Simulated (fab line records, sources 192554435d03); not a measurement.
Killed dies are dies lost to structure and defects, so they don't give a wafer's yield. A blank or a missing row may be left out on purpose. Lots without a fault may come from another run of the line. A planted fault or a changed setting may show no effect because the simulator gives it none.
Chamber matching | flow n5_finfet | N5_BEOL_M14_TRENCH_ETCH_34 on rie_diel-01: 4 sister chambers
The step etches SiO2 in C4F8/O2/Ar, target depth 556.65 nm, time 126.9 s. 8 wafers are shown with their chamber, then 8 later ones without.

WAFERS WITH THEIR CHAMBER
wafer  | chamber | throttle_valve_pct (%) | rf_vpp_V (V)
L080.5 | 0       | 30.58                  | 2233
L081.4 | 1       | 30.65                  | 2174
L086.4 | 0       | 30.51                  | 2271
L086.6 | 3       | 31.03                  | 2202
L088.1 | 3       | 31.03                  | 2201
L088.4 | 2       | 30.98                  | 2169
L088.5 | 2       | 30.97                  | 2171
L092.2 | 1       | 30.65                  | 2174

WAFERS WITHOUT THEIR CHAMBER
wafer  | throttle_valve_pct (%) | rf_vpp_V (V)
L092.4 | 30.66                  | 2173
L092.5 | 30.50                  | 2269
L095.1 | 30.97                  | 2168
L095.3 | 30.53                  | 2270
L095.6 | 30.68                  | 2173
L096.2 | 30.53                  | 2269
L096.3 | 30.69                  | 2172
L096.5 | 30.52                  | 2270

WHICH CHAMBER EACH WENT THROUGH
wafer  | from the rows above | in truth
L092.4 | 1                   | 1
L092.5 | 0                   | 0
L095.1 | 2                   | 2
L095.3 | 0                   | 0
L095.6 | 1                   | 1
L096.2 | 0                   | 0
L096.3 | 1                   | 1
L096.5 | 0                   | 0
Placed correctly: 8 of 8. Can't be placed from these rows: 0. Placed wrongly: 0.
How it was worked out, from the rows above alone: a wafer's distance from a chamber is the root of the sum, over the readings, of the square of ((its reading less the chamber's mean) divided by the reading's scatter). The wafer belongs to the nearest chamber; if the next one is less than 2 further off, it can't be placed. A chamber's mean is the mean of its shown wafers. The scatter: the root of (the sum of the squares of (reading less its chamber's mean) over the shown wafers, divided by (wafers less chambers)).
